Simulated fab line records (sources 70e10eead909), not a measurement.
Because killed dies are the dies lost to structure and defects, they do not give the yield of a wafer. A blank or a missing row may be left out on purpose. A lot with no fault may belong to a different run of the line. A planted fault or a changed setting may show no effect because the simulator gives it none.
Matching of chambers + flow nandHarc + NHARC_A_STAIRCASE_DESCUM_312 on rieDiel-08: 4 sister chambers
The step chemistry O2, time 3 s. 4 wafers are shown with their chamber, then 12 later ones without.

== WAFERS PAIRED WITH THEIR CHAMBERS ==
| wafer  | chamber | drypumpMotorCurrentA (A) |
|--------|---------|--------------------------|
| L088.1 | 1       | 5.6                      |
| L088.4 | 0       | 5.3                      |
| L090.1 | 3       | 5.8                      |
| L090.6 | 2       | 5.6                      |

== WAFERS WHOSE CHAMBER IS MISSING ==
| wafer  | drypumpMotorCurrentA (A) |
|--------|--------------------------|
| L091.1 | 5.3                      |
| L091.2 | 5.8                      |
| L091.3 | 5.6                      |
| L093.2 | 5.6                      |
| L093.4 | 5.6                      |
| L093.5 | 5.6                      |
| L096.1 | 5.6                      |
| L096.3 | 5.8                      |
| L096.6 | 5.4                      |
| L095.3 | 5.3                      |
| L095.4 | 5.8                      |
| L095.6 | 5.6                      |

== WHICH CHAMBER EACH WENT THROUGH ==
| wafer  | from the rows above     | in truth |
|--------|-------------------------|----------|
| L091.1 | 0                       | 0        |
| L091.2 | 3                       | 3        |
| L091.3 | can't be placed: 1 or 2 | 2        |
| L093.2 | can't be placed: 1 or 2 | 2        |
| L093.4 | can't be placed: 1 or 2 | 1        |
| L093.5 | can't be placed: 1 or 2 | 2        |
| L096.1 | can't be placed: 1 or 2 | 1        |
| L096.3 | 3                       | 3        |
| L096.6 | 0                       | 0        |
| L095.3 | 0                       | 0        |
| L095.4 | 3                       | 3        |
| L095.6 | can't be placed: 1 or 2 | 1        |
6 of 12 placed correctly. These rows do not allow placing 6 (true chamber among the candidates in 6). Placed wrongly: 0.
How it was worked out, from the rows above alone: a wafer's distance from a chamber is the root of the sum, over the readings, of the square of ((its reading less the chamber's mean) divided by the reading's scatter). If the next closest chamber is less than 2 further off than the closest, the wafer can't be placed; otherwise it belongs to the closest. A chamber's mean is the mean of its shown wafers. The scatter: root of mean squared gap, hidden wafer to nearest shown wafer, with one shown wafer a chamber.
